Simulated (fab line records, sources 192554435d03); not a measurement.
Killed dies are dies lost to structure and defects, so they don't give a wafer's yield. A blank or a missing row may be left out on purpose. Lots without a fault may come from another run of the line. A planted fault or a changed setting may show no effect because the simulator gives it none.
Chamber matching | flow n5_finfet | N5_BEOL_M11_ETCH_66 on rie_diel-04: 4 sister chambers
The step etches SOC in N2/H2, target depth 120 nm, overetch 24 nm, time 180 s. 20 wafers are shown with their chamber, then 10 later ones without.

WAFERS WITH THEIR CHAMBER
wafer  | chamber | throttle_valve_pct (%) | drypump_motor_current_A (A) | oes_product_au (a.u.)
L075.2 | 3       | 18.20                  | 5.3                         | 0.59
L075.3 | 0       | 17.51                  | 6.1                         | 0.68
L075.5 | 0       | 17.53                  | 6.0                         | 0.68
L077.1 | 1       | 17.71                  | 6.3                         | 0.60
L077.2 | 3       | 18.21                  | 5.3                         | 0.58
L077.5 | 1       | 17.70                  | 6.3                         | 0.60
L081.2 | 3       | 18.21                  | 5.4                         | 0.58
L081.5 | 3       | 18.21                  | 5.3                         | 0.58
L081.6 | 0       | 17.51                  | 6.1                         | 0.66
L082.1 | 2       | 17.81                  | 6.4                         | 0.76
L082.5 | 0       | 17.51                  | 6.1                         | 0.67
L082.6 | 3       | 18.20                  | 5.4                         | 0.58
L083.1 | 3       | 18.22                  | 5.3                         | 0.58
L083.3 | 1       | 17.72                  | 6.3                         | 0.58
L083.4 | 2       | 17.81                  | 6.4                         | 0.75
L090.2 | 3       | 18.23                  | 5.3                         | 0.58
L090.4 | 2       | 17.81                  | 6.4                         | 0.73
L090.6 | 2       | 17.81                  | 6.4                         | 0.74
L087.1 | 1       | 17.75                  | 6.3                         | 0.59
L087.4 | 0       | 17.54                  | 6.1                         | 0.66

SIGNATURES (means of the wafers above)
reading                 | chamber 0 | chamber 1 | chamber 2 | chamber 3 | scatter within a chamber
throttle_valve_pct      | 17.5200   | 17.7200   | 17.8100   | 18.2114   | 0.0134
drypump_motor_current_A | 6.080     | 6.300     | 6.400     | 5.329     | 0.0373
oes_product_au          | 0.6700    | 0.5925    | 0.7450    | 0.5814    | 0.00888
Rule: a wafer's distance from a chamber is the root of the sum, over the readings, of the square of ((its reading less the chamber's mean) divided by the reading's scatter). The wafer belongs to the nearest chamber; if the next one is less than 2 further off, it can't be placed. The scatter: the root of (the sum of the squares of (reading less its chamber's mean) over the shown wafers, divided by (wafers less chambers)).

WAFERS WITHOUT THEIR CHAMBER
wafer  | throttle_valve_pct (%) | drypump_motor_current_A (A) | oes_product_au (a.u.)
L087.5 | 17.56                  | 6.1                         | 0.65
L089.1 | 17.55                  | 6.1                         | 0.65
L089.3 | 17.75                  | 6.3                         | 0.58
L089.5 | 17.55                  | 6.0                         | 0.65
L092.4 | 17.76                  | 6.3                         | 0.57
L092.5 | 18.23                  | 5.4                         | 0.57
L092.6 | 17.55                  | 6.1                         | 0.65
L094.2 | 17.77                  | 6.3                         | 0.58
L094.4 | 18.25                  | 5.4                         | 0.57
L094.6 | 17.76                  | 6.3                         | 0.58

WHICH CHAMBER EACH WENT THROUGH
wafer  | from the rows above | in truth
L087.5 | 0                   | 0
L089.1 | 0                   | 0
L089.3 | 1                   | 1
L089.5 | 0                   | 0
L092.4 | 1                   | 1
L092.5 | 3                   | 3
L092.6 | 0                   | 0
L094.2 | 1                   | 1
L094.4 | 3                   | 3
L094.6 | 1                   | 1
Placed correctly: 10 of 10. Can't be placed from these rows: 0. Placed wrongly: 0.
